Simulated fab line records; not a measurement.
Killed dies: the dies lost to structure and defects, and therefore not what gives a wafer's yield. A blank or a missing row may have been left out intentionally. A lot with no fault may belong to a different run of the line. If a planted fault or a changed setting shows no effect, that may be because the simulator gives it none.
Split-lot trial    flow n5-finfet    route with 1938 steps; 7 lots, 21 wafers read

== THE SPLIT ==
At N5_BEOL_M6_HM_DEP_02 (deposits TiN, target thk 20 nm), the setting target-thk-a was moved away from the recipe's 200 angstrom on 6 of the 21 wafers read, by -8.2% to +12.5%. This setting was run at the recipe's value on the other wafers.

== FROM THE SPLIT TO THE READING: what the file shows between them, 8 steps ==
- N5_BEOL_M6_COAT_59: time 60 s, resist thk 100 nm
- N5_BEOL_M6_COAT_60: time 60 s, resist thk 35 nm
- N5_BEOL_M6_STRIP_68: strips in N2/H2
- N5_BEOL_M6_STRIP_67: strips in CF4
- N5_BEOL_M6_HM_OPEN_17: chemistry Cl2/BCl3, target TiN, target depth 20 nm, overetch 6 nm
- N5_BEOL_M6_STRIP_19: strips in O2
- N5_BEOL_M6_STRIP_76: strips in C4F6/O2
- N5_BEOL_M6_STRIP_36: strips in N2/H2

== THE READING ==
TiN_of_BEOL_M6_HM_DEP_02.thk-nm (the simulator's own value, which no gauge read), in nm, at N5_BEOL_M6_TRENCH_ETCH_37 (etches SiCOH lowk in C4F6/O2, target depth 94.435 nm, time 31.5 s). The file gives no usual value for it. Here, 15 wafers ran the recipe; their average is 17.3 nm with a standard deviation of 0.24 nm.

wafer   tool, chamber at the split  target-thk-a as run, angstrom  against the recipe  TiN_of_BEOL_M6_HM_DEP_02.thk-nm, nm  against lot-mates on the recipe
L074.1  pvd-sputter-02, -           200                            recipe              17.4                                 -
L074.3  pvd-sputter-02, -           200                            recipe              17.4                                 -
L074.2  pvd-sputter-02, -           200                            recipe              17.6                                 -
L076.1  pvd-sputter-02, -           188.2                          -5.9%               16.2                                 -1.3
L076.2  pvd-sputter-02, -           200                            recipe              17.6                                 -
L076.4  pvd-sputter-02, -           200                            recipe              17.4                                 -
L078.2  pvd-sputter-01, -           200                            recipe              17                                   -
L078.6  pvd-sputter-01, -           200                            recipe              17                                   -
L078.3  pvd-sputter-01, -           190.6                          -4.7%               16.4                                 -0.6
L082.1  pvd-sputter-01, -           200                            recipe              17.4                                 -
L082.3  pvd-sputter-01, -           200                            recipe              17                                   -
L082.4  pvd-sputter-01, -           200                            recipe              17.2                                 -
L084.2  pvd-sputter-01, -           224.9                          +12.5%              19.8                                 +3.0
L084.5  pvd-sputter-01, -           224.9                          +12.5%              19.8                                 +3.0
L084.3  pvd-sputter-01, -           200                            recipe              16.8                                 -
L087.3  pvd-sputter-02, -           200                            recipe              17.6                                 -
L087.4  pvd-sputter-02, -           200                            recipe              17.2                                 -
L087.5  pvd-sputter-02, -           200                            recipe              17.4                                 -
L095.2  pvd-sputter-01, -           183.6                          -8.2%               15.4                                 -1.8
L095.4  pvd-sputter-01, -           183.6                          -8.2%               15.6                                 -1.6
L095.5  pvd-sputter-01, -           200                            recipe              17.2                                 -

FIT RESULTS
A straight line over all 21 wafers: TiN_of_BEOL_M6_HM_DEP_02.thk-nm changes by +0.204 nm for each +1% of target-thk-a; r = +0.98; the points scatter about the line by 0.22 nm.
The same after taking each lot's own level away (the mean of its wafers on the recipe; 21 wafers): +0.226 nm for each +1%; r = +0.99; scatter 0.16 nm.
According to that fit, moving target-thk-a by its largest amount changes the reading by 2.8 nm.
Across the lots, their own levels run from 16.80 to 17.50 nm, a range of 2.9 times the standard deviation given above.
Hence the lot-to-lot level has little effect on the slope; both slopes agree.
Check: with one of the wafers moved furthest among these (+12.5%) left out of the fit, the line predicts +2.79 nm for it against its lot-mates. Against them it came out at +3 nm.

== OTHER SPLITS APPLIED TO THESE WAFERS ==
Other splits were also applied to these wafers ahead of the reading. Each is held against what the fit with the lots' levels taken away leaves over:
other split on the same wafers  wafers away from the commonest value  r with TiN_of_BEOL_M6_HM_DEP_02.thk-nm (lot level and that fit taken away)
N5_BEOL_M6_ILD_DEP_00 time-s    8                                     +0.13

== THE WHOLE CHAIN: every reading that the file lists as answering this split, in the file's order ==
step                       what it does                                                       reading                                                                           change (the file's fit)                r (the file's)
N5_BEOL_M6_HM_DEP_02       deposits TiN, target thk 20 nm                                     TiN_of_BEOL_M6_HM_DEP_02.thk-nm (the simulator's own value, which no gauge read)  +0.231 nm for each +1% of the setting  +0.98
N5_BEOL_M6_HM_OPEN_17      chemistry Cl2/BCl3, target TiN, target depth 20 nm, overetch 6 nm  etch.depth-nm (the simulator's own value, which no gauge read)                    +0.222 nm for each +1% of the setting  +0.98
N5_BEOL_M6_TRENCH_ETCH_37  etches SiCOH lowk in C4F6/O2, target depth 94.435 nm, time 31.5 s  TiN_of_BEOL_M6_HM_DEP_02.thk-nm (the simulator's own value, which no gauge read)  +0.221 nm for each +1% of the setting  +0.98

== THE FILE'S OWN FIT ==
TiN_of_BEOL_M6_HM_DEP_02.thk-nm changes by +0.221 nm for each +1% of target-thk-a, r = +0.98.
